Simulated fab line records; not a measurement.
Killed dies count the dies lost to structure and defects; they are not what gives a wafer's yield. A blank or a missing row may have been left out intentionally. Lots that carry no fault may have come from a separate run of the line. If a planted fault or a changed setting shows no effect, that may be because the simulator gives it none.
fab line records ; flow nand-harc
record: lots: 13; wafers: 39; last-day: 34
route steps=1302 shown A_BONDPAD@1221 THIN_TSV@1246 END@1302
lots that met no fault: taken from a fault-free run of the same line
start-h: hours from the record's opening day to when the first of the lot's shown wafers began ; wait-h: time in hours since the lot's previous step ; " as in the row above ; L1.1+2: a row that stands for several wafers ; - no value, or no start given ; * or withheld: withheld ; < > ~ a bound
route shown NAME@n: names a module that has steps shown in the file, with the first one's number in the route ; usual: the fault-free wafers' mean and standard deviation ; same: alike in all rows ; chamber/n: place in a boat ; sites: readings site by site ; _std_site: the standard deviation of these ; _edge_site: the outer-site mean with the inner-site mean subtracted ; radius-mm: for every site, how far away it sits from the centre of the wafer ; mask NAME#n: copy n ; behind: tool/chamber where the wafer was last shaped ; hold: reason for holding the lot/hours on hold/outcome of the hold ; device: which transistor (n, p or np) failed to switch ; end of line: tests run on the same wafers once the route is complete ; a step without rows: its recipe alone ; killed: count of dies lost to structure and defects at first sort (not the wafer's yield) ; map: shows each die of a wafer: x if killed, . if not, _ if none is there
set.NAME: setting as actually run; set.NAME@STEP: the setting as run at that earlier step ; model.NAME: the simulator's own value behind a step, which no gauge read
steps of the route over a sample of lots; a table a step, a row a wafer
services: the hour from which a tool's chamber was out of use, counted from the record's first day as start-h (under 0 if before that day), plus the number of hours and why
== steps ==
step: NHARC_A_BONDPAD_CD_MEAS_13
usual: cd-nm: 499.5/2.1
lot.wafer;tool;chamber;start-h;wait-h;cd-nm
L168.2;cd-sem-01;-;535.99;-;497.8
L168.5;cd-sem-01;-;535.99;-;496.9
L168.6;cd-sem-01;-;535.99;-;498.7
L169.3;cd-sem-02;-;539.03;-;496.6
L169.4;cd-sem-02;-;539.03;-;499.0
L169.6;cd-sem-02;-;539.03;-;497.7
L171.2;cd-sem-02;-;555.83;-;502.2
L171.3;cd-sem-02;-;555.83;-;498.5
L171.5;cd-sem-02;-;555.83;-;496.7
L172.1;cd-sem-03;-;557.69;-;501.4
L172.4;cd-sem-03;-;557.69;-;505.1
L172.5;cd-sem-03;-;557.69;-;501.4
L176.1;cd-sem-02;-;597.99;-;499.8
L176.4;cd-sem-02;-;597.99;-;498.5
L176.6;cd-sem-02;-;597.99;-;497.6
L178.1;cd-sem-03;-;630.77;-;498.3
L178.3;cd-sem-03;-;630.77;-;502.0
L178.5;cd-sem-03;-;630.77;-;500.1
L182.1;cd-sem-03;-;678.30;-;499.0
L182.2;cd-sem-03;-;678.30;-;496.9
L182.5;cd-sem-03;-;678.30;-;498.2
L181.2;cd-sem-02;-;683.49;-;499.5
L181.4;cd-sem-02;-;683.49;-;498.2
L181.6;cd-sem-02;-;683.49;-;498.7
L184.1;cd-sem-02;-;698.46;-;499.9
L184.4;cd-sem-02;-;698.46;-;496.8
L184.5;cd-sem-02;-;698.46;-;499.3
L187.2;cd-sem-01;-;710.89;-;497.4
L187.3;cd-sem-01;-;710.89;-;500.5
L187.6;cd-sem-01;-;710.89;-;497.2
L189.2;cd-sem-02;-;750.76;-;500.8
L189.3;cd-sem-02;-;750.76;-;502.5
L189.6;cd-sem-02;-;750.76;-;500.8
L191.3;cd-sem-02;-;765.32;-;500.6
L191.4;cd-sem-02;-;765.32;-;496.3
L191.6;cd-sem-02;-;765.32;-;501.4
L190.3;cd-sem-02;-;781.80;-;501.0
L190.4;cd-sem-02;-;781.80;-;499.1
L190.5;cd-sem-02;-;781.80;-;496.0
step: NHARC_A_BONDPAD_PVD_27
recipe: target-thk-a: 300; chamber-pressure-pa: 5; power-w: 5000; substrate-temp-c: 30; time-s: 20.49; material: Cu
usual: throttle-valve-pct: 29.9/1
lot.wafer;tool;chamber;start-h;wait-h;throttle-valve-pct
L168.2;pvd-sputter-03;-;536.89;-;30.3
L168.5;pvd-sputter-03;-;536.89;-;31.2
L168.6;pvd-sputter-03;-;536.89;-;30.5
L169.4;pvd-sputter-02;-;539.92;-;29.7
L169.3;pvd-sputter-02;-;539.92;-;31.5
L169.6;pvd-sputter-02;-;539.92;-;29.5
L171.2;pvd-sputter-02;-;556.68;-;29.9
L171.3;pvd-sputter-02;-;556.68;-;31.7
L171.5;pvd-sputter-02;-;556.68;-;31.6
L172.1;pvd-sputter-03;-;558.55;-;29.9
L172.4;pvd-sputter-03;-;558.55;-;28.6
L172.5;pvd-sputter-03;-;558.55;-;31.3
L176.4;pvd-sputter-03;-;598.88;-;30.0
L176.1;pvd-sputter-03;-;598.88;-;30.6
L176.6;pvd-sputter-03;-;598.88;-;31.0
L178.1;pvd-sputter-01;-;631.62;-;28.6
L178.3;pvd-sputter-01;-;631.62;-;28.7
L178.5;pvd-sputter-01;-;631.62;-;28.3
L182.1;pvd-sputter-02;-;679.16;-;31.0
L182.2;pvd-sputter-02;-;679.16;-;29.8
L182.5;pvd-sputter-02;-;679.16;-;31.3
L181.4;pvd-sputter-01;-;684.35;-;28.6
L181.2;pvd-sputter-01;-;684.35;-;28.3
L181.6;pvd-sputter-01;-;684.35;-;28.6
L184.1;pvd-sputter-02;-;699.31;-;31.4
L184.4;pvd-sputter-02;-;699.31;-;31.1
L184.5;pvd-sputter-02;-;699.31;-;31.3
L187.3;pvd-sputter-01;-;711.76;-;28.8
L187.2;pvd-sputter-01;-;711.76;-;29.1
L187.6;pvd-sputter-01;-;711.76;-;28.6
L189.2;pvd-sputter-03;-;751.62;-;29.7
L189.3;pvd-sputter-03;-;751.62;-;30.5
L189.6;pvd-sputter-03;-;751.62;-;31.3
L191.3;pvd-sputter-02;-;766.17;-;31.2
L191.4;pvd-sputter-02;-;766.17;-;29.8
L191.6;pvd-sputter-02;-;766.17;-;30.9
L190.3;pvd-sputter-01;-;782.64;-;29.1
L190.4;pvd-sputter-01;-;782.64;-;29.3
L190.5;pvd-sputter-01;-;782.64;-;28.5
step: NHARC_THIN_TSV_THK_MEAS_02
recipe: thk-meas-gauge: ir
usual: thk-nm: 2965/240
lot.wafer;tool;chamber;start-h;wait-h;thk-nm
L168.2;film-metro-01;-;551.67;-;2749
L168.5;film-metro-01;-;551.67;-;2764
L168.6;film-metro-01;-;551.67;-;2880
L169.3;film-metro-01;-;552.87;-;3126
L169.4;film-metro-01;-;552.87;-;3510
L169.6;film-metro-01;-;552.87;-;3106
L171.2;film-metro-01;-;569.03;-;2563
L171.3;film-metro-01;-;569.03;-;2465
L171.5;film-metro-01;-;569.03;-;2768
L172.1;film-metro-01;-;570.25;0.2;3012
L172.4;film-metro-01;-;570.25;0.2;3049
L172.5;film-metro-01;-;570.25;0.2;3156
L176.1;film-metro-01;-;613.57;0.2;3093
L176.4;film-metro-01;-;613.57;0.2;3294
L176.6;film-metro-01;-;613.57;0.2;3096
L178.1;film-metro-01;-;643.94;0.2;2729
L178.3;film-metro-01;-;643.94;0.2;2574
L178.5;film-metro-01;-;643.94;0.2;2604
L181.2;film-metro-01;-;699.59;0.2;2787
L181.4;film-metro-01;-;699.59;0.2;2958
L181.6;film-metro-01;-;699.59;0.2;2912
L187.2;film-metro-01;-;723.76;-;2974
L187.3;film-metro-01;-;723.76;-;3297
L187.6;film-metro-01;-;723.76;-;2750
L189.2;film-metro-01;-;766.29;0.2;3026
L189.3;film-metro-01;-;766.29;0.2;2957
L189.6;film-metro-01;-;766.29;0.2;2960
L191.3;film-metro-01;-;778.77;0.2;2743
L191.4;film-metro-01;-;778.77;0.2;2874
L191.6;film-metro-01;-;778.77;0.2;2553
L190.3;film-metro-02;-;797.48;0.2;2368
L190.4;film-metro-02;-;797.48;0.2;2378
L190.5;film-metro-02;-;797.48;0.2;3081
step: NHARC_THIN_TSV_STRIP_62
recipe: power-w: 1500; temp-c: 250; time-s: 20; chemistry: N2/H2
usual: drypump-motor-current-A: 5.4/0.56; heater-power-w: 374/25
lot.wafer;tool;chamber;start-h;wait-h;drypump-motor-current-A;heater-power-w;rf-hours-counter-h
L168.2;plasma-asher-01;1;555.32;-;6.0;364;5
L168.6;plasma-asher-01;1;555.32;-;5.9;365;-
L168.5;plasma-asher-01;0;555.32;-;6.3;339;-
L169.4;plasma-asher-02;0;556.58;-;5.2;395;-
L169.3;plasma-asher-02;1;556.58;-;4.8;363;-
L169.6;plasma-asher-02;0;556.58;-;5.2;389;-
L171.2;plasma-asher-02;1;572.74;-;4.8;365;29
L171.3;plasma-asher-02;1;572.74;-;4.8;371;-
L171.5;plasma-asher-02;1;572.74;-;4.8;372;-
L172.1;plasma-asher-01;1;573.97;-;5.9;369;8
L172.4;plasma-asher-01;0;573.97;-;6.3;345;-
L172.5;plasma-asher-01;0;573.97;-;6.3;339;-
L176.1;plasma-asher-01;1;617.59;-;6.0;364;18
L176.4;plasma-asher-01;0;617.59;-;6.3;334;-
L176.6;plasma-asher-01;1;617.59;-;6.0;361;-
L178.1;plasma-asher-02;0;647.52;-;5.2;416;7
L178.3;plasma-asher-02;0;647.52;-;5.2;415;-
L178.5;plasma-asher-02;0;647.52;-;5.2;418;-
L181.2;plasma-asher-02;1;703.43;-;4.8;362;21
L181.4;plasma-asher-02;0;703.43;-;5.2;408;-
L181.6;plasma-asher-02;0;703.43;-;5.2;402;-
L187.2;plasma-asher-02;1;727.41;-;4.8;354;26
L187.3;plasma-asher-02;1;727.41;-;4.8;354;-
L187.6;plasma-asher-02;0;727.41;-;5.2;419;-
L189.2;plasma-asher-02;0;770.18;-;5.2;413;35
L189.3;plasma-asher-02;0;770.18;-;5.2;410;-
L189.6;plasma-asher-02;1;770.18;-;4.8;363;-
L191.3;plasma-asher-01;1;782.50;-;6.0;375;-
L191.4;plasma-asher-01;0;782.50;-;6.3;342;-
L191.6;plasma-asher-01;1;782.50;-;6.0;367;-
L190.3;plasma-asher-02;1;801.32;-;4.7;365;-
L190.4;plasma-asher-02;0;801.32;-;5.2;404;-
L190.5;plasma-asher-02;1;801.32;-;4.8;372;-
step: NHARC_END_SORT_01
recipe: temp-c: 25
usual: defect-limited-yield: 91.8/2.8; killed-at-array: 51/18; killed-at-other: 1.0/1.2; killed-at-periphery: 3.7/2.9; killed-dies: 55/19; killed-open: 3.5/1.9; killed-short: 2.6/1.6; sort_bin_2_pct: 2.9/1.3; sort_bin_3_pct: 0.6/0.38; sort_bin_4_pct: 4.6/1.5; sort-n-pass: 622/19; sort-rim-yield-pct: 94/3.2; sort-yield-pct: 91.8/2.8
same: gross-dies: 677; sort_bin_5_pct[%]: 0; sort_bin_6_pct[%]: 0; sort_bin_7_pct[%]: 0; sort_bin_8_pct[%]: 0; sort-rim-n-gross: 106.00
lot.wafer;tool;chamber;start-h;wait-h;hold;defect-limited-yield[%];killed-at-array;killed-at-other;killed-at-periphery;killed-dies;killed-open;killed-short;sort_bin_2_pct[%];sort_bin_3_pct[%];sort_bin_4_pct[%];sort-n-pass;sort-rim-yield-pct[%];sort-yield-pct[%]
L172.1;prober-01;0;585.43;2.5;-;96.6;18;3;2;23;4;2;0.9;0.1;2.4;654;95;96.6
L172.4;prober-01;0;587.81;3.4;-;96.0;26;0;1;27;9;2;1.5;0.1;2.4;650;96;96.0
L172.5;prober-01;0;588.61;3.7;-;96.5;21;1;2;24;10;1;1.5;0.4;1.6;653;93;96.5
L171.2;prober-02;0;586.22;2.8;-;90.4;60;2;3;65;4;3;3.2;0.6;5.8;612;92;90.4
L171.3;prober-02;0;587.02;3.1;-;90.1;64;2;1;67;2;2;3.0;1.2;5.8;610;99;90.1
L171.5;prober-02;0;588.62;3.7;-;91.6;55;2;0;57;1;2;3.1;0.4;4.9;620;92;91.6
L182.1;prober-02;0;708.95;2.5;await-dispo/1.3h/scrap;0;665;2;10;677;1;5;92.9;0.4;6.6;0;0;0
L182.2;prober-02;0;709.74;2.8;await-dispo/1.3h/scrap;0;662;1;14;677;5;3;92.8;0.9;6.4;0;0;0
L182.5;prober-02;0;712.14;3.7;await-dispo/1.3h/scrap;0;670;0;7;677;1;3;93.4;0.3;6.4;0;0;0
L181.2;prober-01;0;717.35;2.8;-;89.2;65;3;5;73;4;4;3.4;0.7;6.6;604;92;89.2
L181.4;prober-01;0;719.00;3.5;-;91.9;45;2;8;55;2;0;2.5;0.4;5.2;622;96;91.9
L181.6;prober-01;0;720.64;4.1;-;88.9;62;0;13;75;5;4;3.1;0.7;7.2;602;94;88.9
L184.1;prober-01;0;730.61;2.5;await-dispo/4.3h/scrap;0;667;2;8;677;5;6;94.1;1.3;4.6;0;0;0
L184.4;prober-01;0;733.00;3.4;await-dispo/4.3h/scrap;0;670;1;6;677;6;3;92.5;1.0;6.5;0;0;0
L184.5;prober-01;0;733.80;3.7;await-dispo/4.3h/scrap;0;672;0;5;677;2;4;93.9;0.4;5.6;0;0;0
L187.2;prober-02;0;740.70;2.8;-;91.3;51;3;5;59;6;7;2.5;0.4;5.8;618;93;91.3
L187.3;prober-02;0;741.51;3.1;-;89.7;66;4;0;70;1;3;3.2;0.6;6.5;607;96;89.7
L187.6;prober-02;0;743.91;4.0;-;94.5;33;3;1;37;3;4;2.1;0.6;2.8;640;89;94.5
L189.2;prober-01;0;783.42;2.8;-;93.4;39;1;5;45;7;4;2.2;0.7;3.7;632;89;93.4
L189.3;prober-01;0;784.21;3.1;-;95.4;27;1;3;31;6;1;1.8;0;2.8;646;90;95.4
L189.6;prober-01;0;786.58;3.9;-;90.3;62;3;1;66;4;3;4.0;0.9;4.9;611;95;90.3
killed by level:class
L172.1 A_CONTACT:chamber-film-flake=10 THIN_TSV:chamber-film-flake=3 A_CHANNEL_HOLE_D1:chamber-film-flake=2 P_GATE:geometric-particle:short=1 P_M0:geometric-particle:open=1 A_ONON_D2:geometric-particle:short=1 A_CHANNEL_HOLE_D2:geometric-particle:open=1 A_CONTACT:geometric-particle:open=1
L171.2 A_CHANNEL_HOLE_D1:chamber-film-flake=38 A_SLIT:chamber-film-flake=9 A_CONTACT:chamber-film-flake=3 A_CHANNEL_FILL_D2:geometric-particle:open=2 A_STAIRCASE:chamber-film-flake=2 THIN_TSV:chamber-film-flake=2 P_M0:geometric-particle:open=1 A_ONON_D1:geometric-particle:short=1
L171.3 A_CHANNEL_HOLE_D1:chamber-film-flake=31 A_SLIT:chamber-film-flake=19 A_CHANNEL_HOLE_D2:chamber-film-flake=9 THIN_TSV:chamber-film-flake=2 A_CHANNEL_FILL_D1:geometric-particle:short=1 A_ONON_D2:geometric-particle:open=1 A_CHANNEL_FILL_D2:geometric-particle:open=1 A_SGD_CUT:geometric-particle:short=1
L172.4 A_CONTACT:chamber-film-flake=4 A_CHANNEL_HOLE_D1:chamber-film-flake=4 A_BLC:chamber-film-flake=3 A_ONON_D1:geometric-particle:open=2 A_DECK1_JOINT:geometric-particle:open=2 A_ONON_D2:geometric-particle:open=2 A_CHANNEL_HOLE_D2:chamber-film-flake=2 A_STAIRCASE:chamber-film-flake=2
L172.5 A_CONTACT:chamber-film-flake=5 A_CHANNEL_HOLE_D2:chamber-film-flake=3 A_DECK1_JOINT:geometric-particle:open=2 A_CHANNEL_FILL_D2:geometric-particle:open=2 A_CHANNEL_HOLE_D1:chamber-film-flake=2 P_ZERO_WELL:geometric-particle:open=1 P_CONTACT:geometric-particle:open=1 A_CHANNEL_HOLE_D1:geometric-particle:short=1
L171.5 A_CHANNEL_HOLE_D1:chamber-film-flake=35 A_SLIT:chamber-film-flake=12 A_CHANNEL_HOLE_D2:chamber-film-flake=6 A_CHANNEL_FILL_D1:geometric-particle:short=1 STARTING-WAFER:geometric-particle:open=1 STARTING-WAFER:geometric-particle:short=1 A_CONTACT:chamber-film-flake=1
L182.1 A_BONDPAD:area-pvd=619 A_SLIT:chamber-film-flake=14 A_CHANNEL_HOLE_D1:chamber-film-flake=12 P_BONDPAD:chamber-film-flake=4 A_CHANNEL_HOLE_D2:chamber-film-flake=4 A_STAIRCASE:chamber-film-flake=4 P_GATE:chamber-film-flake=2 P_CONTACT:chamber-film-flake=2
L182.2 A_BONDPAD:area-pvd=601 A_SLIT:chamber-film-flake=29 A_CHANNEL_HOLE_D2:chamber-film-flake=11 P_BONDPAD:chamber-film-flake=7 A_STAIRCASE:chamber-film-flake=7 P_CONTACT:chamber-film-flake=4 A_CHANNEL_HOLE_D1:chamber-film-flake=4 A_M1:geometric-particle:open=3
L182.5 A_BONDPAD:area-pvd=605 A_CHANNEL_HOLE_D2:chamber-film-flake=21 A_SLIT:chamber-film-flake=12 A_CHANNEL_HOLE_D1:chamber-film-flake=11 A_STAIRCASE:chamber-film-flake=10 P_BONDPAD:chamber-film-flake=4 P_GATE:chamber-film-flake=2 A_ZERO_WELL:chamber-film-flake=2
L181.2 A_CHANNEL_HOLE_D1:chamber-film-flake=39 A_CONTACT:chamber-film-flake=6 A_SLIT:chamber-film-flake=5 THIN_TSV:chamber-film-flake=3 A_ONON_D1:geometric-particle:short=2 A_ONON_D2:geometric-particle:open=2 P_GATE:chamber-film-flake=2 A_CHANNEL_FILL_D1:chamber-film-flake=2
L181.4 A_CHANNEL_HOLE_D1:chamber-film-flake=28 P_GATE:chamber-film-flake=6 A_CONTACT:chamber-film-flake=6 A_STAIRCASE:chamber-film-flake=4 A_SLIT:chamber-film-flake=3 THIN_TSV:chamber-film-flake=2 P_M1:geometric-particle:open=1 A_WL_FILL:geometric-particle:open=1
L181.6 A_CHANNEL_HOLE_D1:chamber-film-flake=37 P_GATE:chamber-film-flake=8 A_CONTACT:chamber-film-flake=6 A_CHANNEL_FILL_D1:chamber-film-flake=4 A_SLIT:chamber-film-flake=4 A_CHANNEL_FILL_D1:geometric-particle:short=2 P_ZERO_WELL:chamber-film-flake=2 A_STAIRCASE:chamber-film-flake=2
L184.1 A_BONDPAD:area-pvd=617 A_CHANNEL_HOLE_D1:chamber-film-flake=15 A_CHANNEL_HOLE_D2:chamber-film-flake=12 A_SLIT:chamber-film-flake=10 P_STI:chamber-film-flake=3 A_WL_FILL:chamber-film-flake=3 P_M1:geometric-particle:open=2 A_CHANNEL_FILL_D2:geometric-particle:short=2
L184.4 A_BONDPAD:area-pvd=598 A_SLIT:chamber-film-flake=28 A_CHANNEL_HOLE_D2:chamber-film-flake=19 A_CHANNEL_HOLE_D1:chamber-film-flake=8 A_CONTACT:chamber-film-flake=5 A_WL_FILL:chamber-film-flake=4 A_CHANNEL_FILL_D1:geometric-particle:open=3 A_CHANNEL_FILL_D2:geometric-particle:open=2
L184.5 A_BONDPAD:area-pvd=613 A_SLIT:chamber-film-flake=36 A_CHANNEL_HOLE_D2:chamber-film-flake=12 A_CHANNEL_HOLE_D1:chamber-film-flake=3 A_WL_FILL:chamber-film-flake=3 A_ONON_D1:geometric-particle:short=2 P_GATE:chamber-film-flake=2 P_M1:geometric-particle:open=1
L187.2 A_CHANNEL_HOLE_D2:chamber-film-flake=28 A_CHANNEL_HOLE_D1:chamber-film-flake=6 A_CONTACT:chamber-film-flake=4 A_SLIT:chamber-film-flake=3 A_WL_FILL:geometric-particle:open=2 THIN_TSV:chamber-film-flake=2 P_CONTACT:geometric-particle:short=1 P_CONTACT:geometric-particle:open=1
L187.3 A_CHANNEL_HOLE_D2:chamber-film-flake=25 A_CHANNEL_HOLE_D1:chamber-film-flake=15 A_CONTACT:chamber-film-flake=13 A_SLIT:chamber-film-flake=5 THIN_TSV:chamber-film-flake=4 A_DECK1_JOINT:chamber-film-flake=2 A_ONON_D1:geometric-particle:short=1 A_ONON_D2:geometric-particle:short=1
L187.6 A_CONTACT:chamber-film-flake=8 A_CHANNEL_HOLE_D1:chamber-film-flake=6 A_CHANNEL_HOLE_D2:chamber-film-flake=6 A_SLIT:chamber-film-flake=3 THIN_TSV:chamber-film-flake=3 A_ONON_D2:geometric-particle:open=2 A_WL_FILL:chamber-film-flake=2 P_CONTACT:geometric-particle:short=1
L189.2 A_SLIT:chamber-film-flake=9 A_SGD_CUT:chamber-film-flake=8 A_CONTACT:chamber-film-flake=6 A_CHANNEL_HOLE_D1:chamber-film-flake=4 P_GATE:geometric-particle:open=2 P_ZERO_WELL:chamber-film-flake=2 P_CONTACT:geometric-particle:open=1 A_CHANNEL_FILL_D1:geometric-particle:open=1
L189.3 A_SLIT:chamber-film-flake=10 A_SGD_CUT:chamber-film-flake=4 A_CHANNEL_HOLE_D1:chamber-film-flake=3 A_CONTACT:chamber-film-flake=3 A_STAIRCASE:chamber-film-flake=2 P_GATE:geometric-particle:open=1 P_CONTACT:geometric-particle:open=1 P_M0:geometric-particle:open=1
L189.6 A_SLIT:chamber-film-flake=28 A_CHANNEL_HOLE_D1:chamber-film-flake=15 A_SGD_CUT:chamber-film-flake=3 A_CONTACT:chamber-film-flake=3 THIN_TSV:chamber-film-flake=3 A_CHANNEL_FILL_D2:geometric-particle:open=2 A_ZERO_WELL:chamber-film-flake=2 A_STAIRCASE:chamber-film-flake=2
== services ==
tool;chamber;start-h;hours;kind
pvd-sputter-03;-;516.18;1.3;repair
plasma-asher-01;-;519.29;9.0;pm
pvd-sputter-03;-;526.00;10.0;pm
plasma-asher-02;-;547.20;2.0;repair
pvd-sputter-03;-;566.01;5.3;repair
pvd-sputter-02;-;571.92;2.0;repair
pvd-sputter-01;-;582.00;10.0;pm
plasma-asher-02;-;605.22;9.0;pm
plasma-asher-02;0;605.22;9.0;vent-cycle
plasma-asher-02;1;605.22;9.0;vent-cycle
plasma-asher-02;0;614.22;-;clean
plasma-asher-02;1;614.22;-;clean
pvd-sputter-02;-;638.01;10.0;pm
plasma-asher-01;-;659.98;11.6;repair
pvd-sputter-02;-;670.42;2.4;repair
plasma-asher-01;-;696.29;9.0;pm
pvd-sputter-03;-;704.00;10.0;pm
pvd-sputter-02;-;746.91;1.1;repair
pvd-sputter-01;-;756.44;2.7;repair
plasma-asher-02;-;782.22;9.0;pm
plasma-asher-02;0;782.22;9.0;vent-cycle
plasma-asher-02;1;782.22;9.0;vent-cycle
pvd-sputter-01;-;795.22;2.5;repair
pvd-sputter-02;-;798.10;1.7;repair
== key ==
first-sign: step: NHARC_END_SORT_01; reading: sort_bin_2_pct; direction: up; sigmas: 72; usual: 2.9; struck: 93.3
effect: step: NHARC_END_SORT_01; reading: killed-at-array; direction: up; sigmas: 34; usual: 51; struck: 668
more-kills-born-at: NHARC_A_BONDPAD_PVD_27@pvd-sputter-02: 3653
met-at NHARC_A_BONDPAD_PVD_27
struck-lots L182,L184
later-rows-left-out L182.1,L182.2,L182.5,L184.1,L184.4,L184.5
not-acting-at NHARC_A_BONDPAD_CD_MEAS_13,NHARC_THIN_TSV_THK_MEAS_02,NHARC_THIN_TSV_STRIP_62
onset-between 556.68 679.16
fault: kind: process-parameter-drift; tool: pvd-sputter-02; chamber: -; onset-h: 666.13; steps: NHARC_A_BONDPAD_PVD_27; channel: target-thk-a; offset: *; shape: step; end-h: 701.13; acts-in: *; stated: *
later-rows-left-out: the simulator's readings of these wafers behind a module that went badly wrong aren't trusted and aren't shown, but for the sort
